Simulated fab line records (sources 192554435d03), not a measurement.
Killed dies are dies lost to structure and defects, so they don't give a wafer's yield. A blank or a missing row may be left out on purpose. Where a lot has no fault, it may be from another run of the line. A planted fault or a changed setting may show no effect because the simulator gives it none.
fab line records ; flow n5-finfet
record lots=11; wafers=33; last-day=19
route steps=1938 shown BEOL_M7@1285 PASSIVATION@1936
lots that met no fault: taken from a fault-free run of the same line
start-h: hours from the record's first day to the start of the lot's first wafer shown ; wait-h: how many hours have passed since the lot's step before this one ; " the same as in the row above ; L1.1+2: several wafers, shown together as one row ; - value missing, or start not given ; * or withheld: withheld ; < > ~ a bound
route shown NAME@n: NAME is a module with steps in the file, n the number in the route of the first one ; usual: mean/standard deviation taken from wafers without a fault ; same: alike in all rows ; chamber/n: place in a boat ; sites: readings site by site ; _std_site: the values' standard deviation ; _edge_site: inner sites' mean taken away from outer sites' mean ; radius-mm: for every site, how far away it sits from the centre of the wafer ; mask NAME#n: copy n ; behind: tool/chamber where the wafer was last shaped ; hold: what put the lot on hold/how long, in hours/how the hold closed ; device: the transistor (n, p or np) that didn't switch ; end of line: the same wafers' tests at the end of the route ; where a step has no rows: the recipe by itself ; killed: the dies lost at the first sort to structure and to defects; this is not the yield of the wafer ; map: dies across one wafer; x = killed, . = not, _ = none there
set.NAME: the setting as run; set.NAME@STEP: as run at that earlier step ; model.NAME: the simulator's own value behind a step, which no gauge read
one table for each step of the route and one row for each wafer, over a sample of lots
services: from which hour (start-h, from the record's first day; less than 0 if before it) a tool's chamber was out of use, for how many hours, and why
## steps
# step N5_BEOL_M7_STRIP_19
# recipe chemistry=O2; power-w=400; temp-c=40; pressure-mtorr=30; rf-frequency-hz=6e+07; bias-power-w=0; overash-fraction=0.2; o2-flow-sccm=225
# usual drypump-motor-current-A=5.9/0.39; oes-product-au=0.79/0.088; rf-vpp-V=3.6/0.61; showerhead-plenum-p-Torr=2.12/0.071; throttle-valve-pct=16.76/0.26
lot.wafer;tool;chamber;start-h;wait-h;drypump-motor-current-A;oes-product-au;rf-hours-counter-h;rf-vpp-V;showerhead-plenum-p-Torr;throttle-valve-pct
L831.4;rie-diel-06;0;208.10;0.1;6.2;0.76;153;3.7;2.10;16.90
L831.5;rie-diel-06;2;208.10;0.1;6.1;0.69;-;4.4;2.16;17.02
L831.6;rie-diel-06;3;208.10;0.1;6.2;0.76;-;2.5;2.10;16.89
L834.1;rie-diel-04;1;233.63;0.1;5.3;0.78;138;3.1;2.02;16.55
L834.2;rie-diel-04;3;233.63;0.1;6.4;0.76;150;3.5;1.93;16.86
L834.3;rie-diel-04;0;233.63;0.1;5.9;0.75;162;3.2;2.01;16.53
L835.2;rie-diel-05;0;236.47;0.2;5.9;0.71;205;4.0;2.16;17.03
L835.4;rie-diel-05;1;236.47;0.2;5.6;0.73;205;3.8;2.16;16.56
L835.5;rie-diel-05;3;236.47;0.2;5.8;0.95;-;3.6;2.23;16.27
L837.1;rie-diel-06;3;242.97;0.1;6.2;0.76;153;4.5;2.10;16.89
L837.2;rie-diel-06;1;242.97;0.1;6.2;0.86;37;3.8;2.14;16.87
L837.6;rie-diel-06;1;242.97;0.1;6.2;0.88;-;2.2;2.14;16.85
L836.2;rie-diel-05;0;263.17;0.1;5.9;0.70;213;3.7;2.16;17.05
L836.3;rie-diel-05;2;263.17;0.1;5.1;0.79;122;5.0;2.10;16.83
L836.6;rie-diel-05;3;263.17;0.1;5.7;0.91;-;3.6;2.23;16.26
L846.1;rie-diel-06;1;305.23;0.1;6.2;0.83;60;4.1;2.13;16.90
L846.4;rie-diel-06;3;305.23;0.1;6.2;0.75;175;3.4;2.09;16.94
L846.6;rie-diel-06;2;305.23;0.1;6.2;1.04;-;3.6;2.15;16.61
L843.1;rie-diel-05;0;305.59;0.1;6.0;0.69;226;3.3;2.15;17.05
L843.4;rie-diel-05;1;305.59;0.1;5.6;0.70;225;3.3;2.16;16.57
L843.5;rie-diel-05;0;305.59;0.1;5.9;0.68;-;3.8;2.15;17.05
L848.4;rie-diel-05;1;309.30;0.1;5.6;0.69;226;2.9;2.16;16.59
L848.5;rie-diel-05;3;309.30;0.1;5.7;0.88;-;3.5;2.22;16.32
L848.6;rie-diel-05;2;309.30;0.1;5.1;0.78;-;4.3;2.10;16.85
L852.2;rie-diel-05;1;333.58;0.1;5.6;0.70;234;3.0;2.16;16.59
L852.3;rie-diel-05;3;333.58;0.1;5.8;0.87;39;4.5;2.22;16.31
L852.6;rie-diel-05;2;333.58;0.1;5.1;0.78;-;4.5;2.10;16.85
L851.2;rie-diel-05;2;354.12;0.2;5.1;0.78;150;3.6;2.09;16.87
L851.4;rie-diel-05;3;354.12;0.2;5.7;0.87;45;2.7;2.22;16.33
L851.5;rie-diel-05;2;354.12;0.2;5.1;0.76;-;3.4;2.09;16.89
L854.3;rie-diel-06;0;366.65;0.1;6.1;0.72;204;2.8;2.08;17.01
L854.4;rie-diel-06;1;366.65;0.1;6.2;0.83;75;2.8;2.13;16.92
L854.5;rie-diel-06;0;366.65;0.1;6.2;0.73;-;3.8;2.08;17.02
# step N5_BEOL_M7_ETCH_41
# recipe chemistry=CH3F/O2; target=SiCN; target-depth-a=319; taper-deg=2; time-s=57.8; ion-energy-ev=120; mask-material=TiN; pressure-mtorr=30; source-w=395; bias-w=75; Ar_flow_sccm=150; CH3F_flow_sccm=30; O2_flow_sccm=20
# usual O2_flow_sccm=20.00/0.066; drypump-motor-current-A=5.9/0.41; oes-product-au=0.79/0.09; rf-vpp-V=297.1/1.8; showerhead-plenum-p-Torr=1.98/0.081; throttle-valve-pct=16.32/0.26
lot.wafer;tool;chamber;start-h;wait-h;O2_flow_sccm;drypump-motor-current-A;oes-product-au;rf-hours-counter-h;rf-vpp-V;showerhead-plenum-p-Torr;throttle-valve-pct
L831.4;rie-diel-05;3;209.98;-;19.91;5.8;0.99;1;299.7;2.13;15.92
L831.5;rie-diel-05;3;209.98;-;19.93;5.7;0.99;-;300.1;2.13;15.93
L831.6;rie-diel-05;2;209.98;-;19.97;5.1;0.81;-;298.0;2.01;16.42
L834.1;rie-diel-04;1;235.70;-;20.00;5.3;0.77;140;294.8;1.93;16.25
L834.2;rie-diel-04;2;235.70;-;19.99;6.2;0.94;15;295.6;1.96;15.89
L834.3;rie-diel-04;3;235.70;-;19.94;6.4;0.75;150;293.7;1.84;16.51
L835.2;rie-diel-05;1;237.28;-;19.92;5.5;0.71;205;298.2;2.06;16.16
L835.4;rie-diel-05;2;237.28;-;20.04;5.1;0.79;114;297.6;2.01;16.43
L835.5;rie-diel-05;1;237.28;-;20.02;5.6;0.70;-;298.1;2.06;16.17
L837.1;rie-diel-05;3;245.34;-;20.02;5.8;0.95;10;301.4;2.13;15.94
L837.2;rie-diel-05;1;245.34;-;20.09;5.6;0.71;207;298.7;2.06;16.18
L837.6;rie-diel-05;1;245.34;-;20.11;5.6;0.71;-;298.3;2.06;16.16
L836.2;rie-diel-04;0;266.15;-;20.10;5.9;0.73;176;295.0;1.91;16.16
L836.3;rie-diel-04;2;266.15;-;20.00;6.2;1.14;26;296.7;1.96;15.91
L836.6;rie-diel-04;0;266.15;-;20.12;5.9;0.74;-;294.2;1.91;16.14
L846.1;rie-diel-06;2;307.69;-;19.96;6.2;1.03;1;299.2;2.05;16.23
L846.4;rie-diel-06;1;307.69;-;19.99;6.2;0.84;60;297.8;2.02;16.49
L846.6;rie-diel-06;1;307.69;-;19.96;6.2;0.85;-;297.7;2.02;16.47
L843.1;rie-diel-05;3;308.03;-;19.95;5.7;0.89;31;299.6;2.12;15.96
L843.4;rie-diel-05;2;308.03;-;19.91;5.1;0.77;135;297.8;2.00;16.47
L843.5;rie-diel-05;3;308.03;-;19.93;5.7;0.89;-;299.0;2.12;15.97
L848.4;rie-diel-06;0;311.89;-;19.92;6.1;0.74;-;296.9;1.99;16.55
L848.5;rie-diel-06;3;311.89;-;20.05;6.2;0.75;-;296.6;2.00;16.63
L848.6;rie-diel-06;2;311.89;-;19.95;6.2;1.01;-;299.2;2.05;16.23
L852.2;rie-diel-06;1;334.46;-;20.03;6.2;0.83;66;297.4;2.02;16.51
L852.3;rie-diel-06;2;334.46;-;20.01;6.2;0.98;10;297.9;2.05;16.25
L852.6;rie-diel-06;0;334.46;-;20.05;6.1;0.73;-;297.2;1.98;16.60
L851.2;rie-diel-04;3;355.05;-;20.00;6.4;0.72;190;294.3;1.83;16.58
L851.4;rie-diel-04;2;355.05;-;19.98;6.3;0.86;53;297.7;1.95;15.96
L851.5;rie-diel-04;1;355.05;-;19.96;5.3;0.74;-;296.2;1.92;16.31
L854.3;rie-diel-06;0;371.32;-;20.04;6.1;0.73;205;296.0;1.98;16.60
L854.4;rie-diel-06;2;371.32;-;20.02;6.2;0.95;20;299.0;2.04;16.26
L854.5;rie-diel-06;3;371.32;-;19.88;6.2;0.74;-;296.3;1.99;16.65
# step N5_BEOL_M7_CURE_75
# recipe temp-c=370; time-s=120; ambient=DMADMS/He; material=SiCOH_lowk
# usual lamp-power-pct=52.31/0.053; wafer_temp_C_max=371.7/0.66
lot.wafer;tool;chamber;start-h;wait-h;lamp-power-pct;wafer_temp_C_max
L831.4;uv-cure-03;0;210.46;0.2;52.29;371.2
L831.5;uv-cure-03;0;210.46;0.2;52.27;370.9
L831.6;uv-cure-03;0;210.46;0.2;52.29;370.9
L834.1;uv-cure-02;1;236.54;0.5;52.33;372.7
L834.2;uv-cure-02;1;236.54;0.5;52.30;371.7
L834.3;uv-cure-02;1;236.54;0.5;52.29;372.2
L835.2;uv-cure-02;1;237.76;0.1;52.38;372.1
L835.4;uv-cure-02;1;237.76;0.1;52.26;372.9
L835.5;uv-cure-02;1;237.76;0.1;52.36;372.3
L837.1;uv-cure-02;0;245.86;0.2;52.26;371.8
L837.2;uv-cure-02;0;245.86;0.2;52.28;371.6
L837.6;uv-cure-02;0;245.86;0.2;52.27;371.6
L836.2;uv-cure-03;0;266.57;0.1;52.26;371.1
L836.3;uv-cure-03;0;266.57;0.1;52.31;370.9
L836.6;uv-cure-03;0;266.57;0.1;52.27;370.8
L846.1;uv-cure-02;0;308.01;0.0;52.27;371.2
L846.4;uv-cure-02;0;308.01;0.0;52.27;371.7
L846.6;uv-cure-02;0;308.01;0.0;52.34;371.5
L843.1;uv-cure-02;1;308.35;0.0;52.27;371.5
L843.4;uv-cure-02;1;308.35;0.0;52.42;371.8
L843.5;uv-cure-02;1;308.35;0.0;52.27;372.2
L848.4;uv-cure-01;2;312.33;0.2;52.24;373.4
L848.5;uv-cure-01;2;312.33;0.2;52.37;372.9
L848.6;uv-cure-01;2;312.33;0.2;52.50;372.9
L852.2;uv-cure-03;0;334.88;0.1;52.30;371.0
L852.3;uv-cure-03;0;334.88;0.1;52.23;371.1
L852.6;uv-cure-03;0;334.88;0.1;52.29;370.9
L851.2;uv-cure-02;0;355.42;0.1;52.34;371.2
L851.4;uv-cure-02;0;355.42;0.1;52.32;371.7
L851.5;uv-cure-02;0;355.42;0.1;52.27;371.7
L854.3;uv-cure-03;0;371.74;0.1;52.42;370.8
L854.4;uv-cure-03;0;371.74;0.1;52.32;370.4
L854.5;uv-cure-03;0;371.74;0.1;52.31;371.3
# step N5_BEOL_M7_PRE_CLEAN_45
# recipe gas=H2/He; time-s=30; temp-c=250
# usual heater-power-w=335/24
lot.wafer;tool;chamber;start-h;wait-h;heater-power-w
L831.4;pvd-sputter-02;-;211.02;0.0;298
L831.5;pvd-sputter-02;-;211.02;0.0;289
L831.6;pvd-sputter-02;-;211.02;0.0;343
L834.1;pvd-sputter-01;-;237.04;0.0;346
L834.2;pvd-sputter-01;-;237.04;0.0;381
L834.3;pvd-sputter-01;-;237.04;0.0;354
L835.2;pvd-sputter-02;-;238.16;0.0;291
L835.4;pvd-sputter-02;-;238.16;0.0;297
L835.5;pvd-sputter-02;-;238.16;0.0;337
L837.1;pvd-sputter-03;-;246.79;0.0;354
L837.2;pvd-sputter-03;-;246.79;0.0;311
L837.6;pvd-sputter-03;-;246.79;0.0;314
L836.2;pvd-sputter-03;-;267.15;0.0;338
L836.3;pvd-sputter-03;-;267.15;0.0;351
L836.6;pvd-sputter-03;-;267.15;0.0;361
L846.1;pvd-sputter-02;-;308.39;0.0;286
L846.4;pvd-sputter-02;-;308.39;0.0;344
L846.6;pvd-sputter-02;-;308.39;0.0;352
L843.1;pvd-sputter-02;-;309.09;0.0;294
L843.4;pvd-sputter-02;-;309.09;0.0;338
L843.5;pvd-sputter-02;-;309.09;0.0;294
L848.4;pvd-sputter-03;-;312.73;0.0;309
L848.5;pvd-sputter-03;-;312.73;0.0;331
L848.6;pvd-sputter-03;-;312.73;0.0;338
L852.2;pvd-sputter-02;-;335.45;0.0;304
L852.3;pvd-sputter-02;-;335.45;0.0;290
L852.6;pvd-sputter-02;-;335.45;0.0;296
L851.2;pvd-sputter-01;-;355.83;0.0;360
L851.4;pvd-sputter-01;-;355.83;0.0;341
L851.5;pvd-sputter-01;-;355.83;0.0;373
L854.3;pvd-sputter-01;-;373.73;0.0;342
L854.4;pvd-sputter-01;-;373.73;0.0;349
L854.5;pvd-sputter-01;-;373.73;0.0;332
# step N5_PASSIVATION_PROBE_49
# usual defect-limited-yield=91.0/1.6; killed_at_M0_to_M3=35/11; killed_at_M4_up=14/5.1; killed-at-contacts=12/6.6; killed-at-front-end=41/12; killed-at-other=4/3; killed-dies=107/19; killed-open=70/15; killed-short=35/8.5; sort_bin_5_function=5.3/1; sort_bin_6_memory=3.4/0.73; sort-n-pass=1073/19; sort-yield-pct=91.0/1.6
# same gross-dies=1180; killed-at-back-side=0; sort_bin_4_leakage[%]=0; sort_bin_8_speed[%]=0
lot.wafer;tool;chamber;start-h;wait-h;defect-limited-yield[%];killed_at_M0_to_M3;killed_at_M4_up;killed-at-contacts;killed-at-front-end;killed-at-other;killed-dies;killed-open;killed-short;sort_bin_5_function[%];sort_bin_6_memory[%];sort-n-pass;sort-yield-pct[%]
L837.1;prober-01;-;322.45;0.0;91.1;39;14;13;33;6;105;78;26;5.2;3.4;1075;91.1
L837.2;prober-01;-;322.50;0.1;91.9;22;13;12;46;2;95;67;28;5.3;2.5;1085;91.9
L837.6;prober-01;-;322.70;0.3;89.3;25;16;20;60;5;126;92;32;5.8;4.7;1054;89.3
L843.1;prober-01;-;388.48;0.0;89.7;44;6;13;57;1;121;91;30;6.6;3.3;1059;89.7
L843.4;prober-01;-;388.63;0.2;90.0;29;10;29;50;0;118;72;45;5.7;3.7;1062;90.0
L843.5;prober-01;-;388.68;0.2;90.3;29;15;17;53;0;114;81;30;5.8;3.6;1066;90.3
# killed by level:class
L837.1 BEOL_M1:geometric-particle:open=14 MOL_CONTACT_COAG:geometric-particle:open=11 STI_FIN_REVEAL:geometric-particle:open=10 BEOL_M0:geometric-particle:open=6 FIN_SAQP:geometric-particle:short=5 BEOL_M0_SAQP:geometric-particle:open=5 GATE_CUT:geometric-particle:short=5 MIM_TOP_ETCH:geometric-particle:open=5
L837.2 MOL_CONTACT_COAG:geometric-particle:open=11 FIN_SAQP:geometric-particle:open=10 STI_FIN_REVEAL:geometric-particle:open=8 FIN_SAQP:geometric-particle:short=7 BEOL_M1:geometric-particle:open=7 STARTING-WAFER:geometric-particle:short=5 GATE_CUT:geometric-particle:open=4 BEOL_M0_SAQP:geometric-particle:open=4
L837.6 STI_FIN_REVEAL:geometric-particle:open=17 MOL_CONTACT_COAG:geometric-particle:open=14 BEOL_M2:geometric-particle:open=11 FIN_SAQP:geometric-particle:open=6 SPACER0:geometric-particle:open=6 MOL_CONTACT_COAG:geometric-particle:short=6 STI_FIN_REVEAL:geometric-particle:short=4 SPACER0:geometric-particle:short=4
L843.1 STI_FIN_REVEAL:geometric-particle:open=25 BEOL_M3:geometric-particle:open=14 MOL_CONTACT_COAG:geometric-particle:open=12 FIN_SAQP:geometric-particle:short=7 BEOL_M0:geometric-particle:open=7 BEOL_M0_SAQP:geometric-particle:open=6 BEOL_M1:geometric-particle:open=6 STI_FIN_REVEAL:geometric-particle:short=5
L843.4 MOL_CONTACT_COAG:geometric-particle:open=23 FIN_SAQP:geometric-particle:short=18 BEOL_M3:geometric-particle:open=13 STI_FIN_REVEAL:geometric-particle:open=8 GATE_CUT:geometric-particle:short=6 MOL_CONTACT_COAG:geometric-particle:short=5 DUMMY_GATE:geometric-particle:open=4 BEOL_M2:geometric-particle:open=4
L843.5 FIN_SAQP:geometric-particle:open=14 BEOL_M3:geometric-particle:open=14 MOL_CONTACT_COAG:geometric-particle:open=11 FIN_SAQP:geometric-particle:short=10 STI_FIN_REVEAL:geometric-particle:open=8 MOL_CONTACT_COAG:geometric-particle:short=6 DUMMY_GATE:geometric-particle:open=5 BEOL_M2:geometric-particle:open=4
## services
tool;chamber;start-h;hours;kind
uv-cure-02;-;188.41;1.0;repair
uv-cure-03;-;222.39;1.0;pm
uv-cure-02;-;231.01;2.8;pm
uv-cure-03;-;232.82;11.8;repair
rie-diel-04;1;246.57;21.8;repair
uv-cure-02;-;246.83;2.1;pm
uv-cure-02;-;249.54;1.0;pm
rie-diel-04;2;259.91;4.9;repair
uv-cure-01;-;265.93;2.8;pm
pvd-sputter-02;-;277.88;6.1;repair
rie-diel-06;2;288.97;-;clean
rie-diel-06;2;288.97;-;consumable-replace:focus-ring
rie-diel-06;2;288.97;15.6;scheduled-down
rie-diel-06;2;288.97;15.6;vent-cycle
pvd-sputter-03;-;298.65;1.0;repair
rie-diel-06;1;310.69;9.2;repair
pvd-sputter-02;-;366.77;0.8;repair
## key
first-sign step=N5_BEOL_M7_ETCH_41; reading=oes-product-au; direction=up; sigmas=3.8; usual=0.79; struck=1.14
effect none on later readings
met-at N5_BEOL_M7_ETCH_41
struck-lots L836
struck-wafers L836.3
not-acting-at N5_BEOL_M7_STRIP_19,N5_BEOL_M7_CURE_75,N5_BEOL_M7_PRE_CLEAN_45
onset-between 235.70 266.15
fault kind=process-parameter-drift; tool=rie-diel-04; chamber=-; onset-h=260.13; steps=N5_BEOL_M7_ETCH_41; channel=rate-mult; offset=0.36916; shape=step; end-h=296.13; scope=struck-wafers-only
